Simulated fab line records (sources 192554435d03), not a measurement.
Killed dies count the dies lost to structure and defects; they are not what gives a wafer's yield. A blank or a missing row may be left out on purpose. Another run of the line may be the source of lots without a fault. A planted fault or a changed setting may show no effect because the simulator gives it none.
Lot-split experiment	flow n5_finfet	21 wafers read from 7 lots, route of 1938 steps

== SPLIT DETAILS ==
At N5_BEOL_M7_EXPOSE_25 (exposes mask V6, target cd 40 nm), the setting dose_mj was moved away from the recipe's 42.5 on 9 of the 21 wafers read, by -7.4% to -2.6%. For the rest of the wafers, this setting stayed at what the recipe calls for.

== FROM THE SPLIT TO THE READING: what the file shows between them, 2 steps ==
- N5_BEOL_M7_PEB_26: peb time 60 s
- N5_BEOL_M7_DEVELOP_27: develop time 30 s

== THE READING ==
At N5_BEOL_M7_CD_MEAS_28: cd_nm in nanometres, against a target cd of 40 nm. A value of 39.94 nm with a standard deviation of 0.23 nm is what fault-free wafers of this fab line usually give.

wafer	tool, chamber at the split	dose_mj as run	against the recipe	cd_nm, nm	against lot-mates on the recipe
L077.1	euv_scanner-01, 0	39.68	-6.6%	38.70	-1.27
L077.2	euv_scanner-01, 0	42.5	recipe	39.97	-
L077.4	euv_scanner-01, 0	39.68	-6.6%	38.14	-1.83
L078.2	euv_scanner-01, 0	39.36	-7.4%	38.48	-1.69
L078.4	euv_scanner-01, 0	39.36	-7.4%	38.23	-1.94
L078.5	euv_scanner-01, 0	42.5	recipe	40.17	-
L080.1	euv_scanner-02, 0	42.5	recipe	39.83	-
L080.2	euv_scanner-02, 0	39.62	-6.8%	38.59	-1.24
L080.5	euv_scanner-02, 0	39.62	-6.8%	38.13	-1.70
L096.3	euv_scanner-02, 0	42.5	recipe	40.07	-
L096.4	euv_scanner-02, 0	41.38	-2.6%	39.32	-0.61
L096.6	euv_scanner-02, 0	42.5	recipe	39.79	-
L090.2	euv_scanner-01, 0	42.5	recipe	39.53	-
L090.3	euv_scanner-01, 0	42.5	recipe	40.30	-
L090.5	euv_scanner-01, 0	42.5	recipe	40.07	-
L097.1	euv_scanner-01, 0	42.5	recipe	40.14	-
L097.2	euv_scanner-01, 0	39.54	-7.0%	38.65	-1.49
L097.5	euv_scanner-01, 0	39.54	-7.0%	38.35	-1.79
L092.3	euv_scanner-01, 0	42.5	recipe	39.58	-
L092.4	euv_scanner-01, 0	42.5	recipe	39.98	-
L092.6	euv_scanner-01, 0	42.5	recipe	40.23	-

FIT RESULTS
A straight line over all 21 wafers: cd_nm changes by +0.225 nm for each +1% of dose_mj; r = +0.96; the points scatter about the line by 0.24 nm.
The same after taking each lot's own level away (the mean of its wafers on the recipe; 21 wafers): +0.234 nm for each +1%; r = +0.96; scatter 0.22 nm.
According to that fit, moving dose_mj by its largest amount changes the reading by 1.7 nm.
The span of the lots' own levels, 39.830 to 40.170 nm, comes to 1.5 times the standard deviation stated above.
So the lot-to-lot level changes the slope little: the two slopes agree.
Check: -1.73 nm against its lot-mates is what the line predicts for one of the wafers moved furthest among these (-7.4%) when that wafer is left out of the fit. It came out at -1.69 nm against them.

== FURTHER SPLITS ON THESE WAFERS ==
Other splits were also applied to these wafers ahead of the reading. Each is held against what the fit with the lots' levels taken away leaves over:
other split on the same wafers	wafers away from the commonest value	r with cd_nm (lot level and that fit taken away)
N5_BEOL_M6_DESCUM_33 time_s	6	+0.25

== THE WHOLE CHAIN: every reading that the file lists as answering this split, in the file's order ==
step	what it does	reading	change (the file's fit)	r (the file's)
N5_BEOL_M7_CD_MEAS_28	target cd 40 nm	cd_nm	+0.234 nm for each +1% of the setting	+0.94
N5_BEOL_M7_DESCUM_33	chemistry O2, time 7 s	BEOL_M7.cd_nm (the simulator's own value, which no gauge read)	+0.24 nm for each +1% of the setting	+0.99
N5_BEOL_M7_ETCH_65	etches SiARC in CF4, target depth 15.6 nm, time 26 s	BEOL_M7.cd_nm (the simulator's own value, which no gauge read)	+0.254 nm for each +1% of the setting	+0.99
N5_BEOL_M7_VIA_ETCH_34	etches SiCOH lowk in C4F6/O2, target depth 125.5 nm, time 50.5 s	BEOL_M7.cd_nm (the simulator's own value, which no gauge read)	+0.257 nm for each +1% of the setting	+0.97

== THE FILE'S OWN FIT ==
cd_nm changes by +0.234 nm for each +1% of dose_mj, r = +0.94.
